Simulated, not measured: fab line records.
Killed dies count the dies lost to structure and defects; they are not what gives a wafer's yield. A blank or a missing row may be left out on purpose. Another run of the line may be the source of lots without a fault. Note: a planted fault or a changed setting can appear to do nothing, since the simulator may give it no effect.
Chamber matching    flow n5Finfet    N5_BEOL_M5_ETCH_67 on rieDiel-06: 4 sister chambers
The step etches SiARC in CF4, target depth 15.6 nm, time 26 s. 4 wafers are shown with their chamber, then 10 later ones without.

WAFERS, EACH WITH ITS CHAMBER
wafer   chamber  showerheadPlenumPTorr (Torr)
L087.4  0        2.20
L091.6  1        2.06
L094.1  3        2.03
L094.2  2        2.05

WAFERS WITH NO CHAMBER GIVEN
wafer   showerheadPlenumPTorr (Torr)
L094.4  2.05
L093.1  2.05
L093.2  2.05
L093.3  2.03
L093.4  2.20
L093.5  2.05
L093.6  2.05
L097.4  2.02
L097.5  2.05
L097.6  2.05

CHAMBER TAKEN BY EACH
wafer    from the rows above   in truth
L094.4   2                     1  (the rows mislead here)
L093.1   2                     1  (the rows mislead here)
L093.2   2                     2
L093.3   3                     3
L093.4   0                     0
L093.5   2                     2
L093.6   2                     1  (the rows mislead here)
L097.4   3                     3
L097.5   2                     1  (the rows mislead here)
L097.6   2                     2
Placed correctly: 6 of 10. Left unplaced by these rows: 0. 4 placed wrongly.
How it was worked out, from the rows above alone: a wafer's distance from a chamber is the root of the sum, over the readings, of the square of ((its reading less the chamber's mean) divided by the reading's scatter). The wafer belongs to the nearest chamber; if the next one is less than 2 further off, it can't be placed. The mean given for a chamber averages the wafers shown for that chamber. The scatter: root of mean squared gap, hidden wafer to nearest shown wafer, with one shown wafer a chamber.
